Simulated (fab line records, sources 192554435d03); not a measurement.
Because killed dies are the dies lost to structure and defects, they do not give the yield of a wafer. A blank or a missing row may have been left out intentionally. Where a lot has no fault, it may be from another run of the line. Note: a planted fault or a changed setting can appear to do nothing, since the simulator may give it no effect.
Which tool did it?    flow n5Finfet    6 lots, 16 wafers sampled, at 2 steps of a route of 1938

## WHAT EACH GAUGE READ, for each wafer
N5_BEOL_M10_CD_MEAS_35: the cd target is 70 nm.
lot   measured      on        cdNm (nm)
L808  day 11 01:13  cdSem-02  70.7 70.8 71.3
L816  day 13 01:59  cdSem-03  70.3 69.8 70.1
L817  day 13 03:35  cdSem-03  70.3 70.0 70.5
L819  day 14 02:48  cdSem-01  68.7
L823  day 15 00:20  cdSem-01  70.4 69.7 69.8
L826  day 15 16:11  cdSem-01  69.9 70.8 71.2

## TOOL THAT RAN EACH LOT (tool first, then ch and the chambers of the sampled wafers, then the start)
lot   N5_BEOL_M10_ETCH_41
L808  rieDiel-05 ch 0,2, day 11 01:13 or earlier
L816  rieDiel-06 ch 0,1,3, day 13 01:59 or earlier
L817  rieDiel-04 ch 1,2,3, day 13 03:35 or earlier
L819  rieDiel-05 ch 0, day 14 02:48 or earlier
L823  rieDiel-05 ch 0,1,2, day 15 00:20 or earlier
L826  rieDiel-06 ch 0,2,3, day 15 16:11 or earlier
- N5_BEOL_M10_ETCH_41: etches SiCN in CH3F/O2, target depth 42.6 nm, time 86 s.

## THE ANSWER, worked out from the rows above alone
Rule: usual is defined by the lots themselves. Put in order of their means at a reading, lots are off if they are a third of the lots or fewer, leave a main group of 4 or more, and stand apart from it by a gap of 3 or more times the standard deviation of the main group's means; of several such gaps the widest counts. Not used: any main group whose means are identical at the precision the tables above print for the reading. Also off: a lot with no number at a reading for which 4 or more lots have one. Where the step has rows for the other lots, those lots are counted as sound.
Off: L819, at N5_BEOL_M10_CD_MEAS_35 (cdNm). For the main group the mean is 70.4 nm and the standard deviation 0.36.
A tool fits if, at a process step before that reading, it ran every lot that is off, and no sound lot after the first of them. Those tools and the gauges at N5_BEOL_M10_CD_MEAS_35 are tried in the same way. N5_BEOL_M10_ETCH_41: start missing for some lots; hours and lot order therefore follow N5_BEOL_M10_CD_MEAS_35. None of those tried fits.

## WHAT THE SIMULATOR HAD INSERTED
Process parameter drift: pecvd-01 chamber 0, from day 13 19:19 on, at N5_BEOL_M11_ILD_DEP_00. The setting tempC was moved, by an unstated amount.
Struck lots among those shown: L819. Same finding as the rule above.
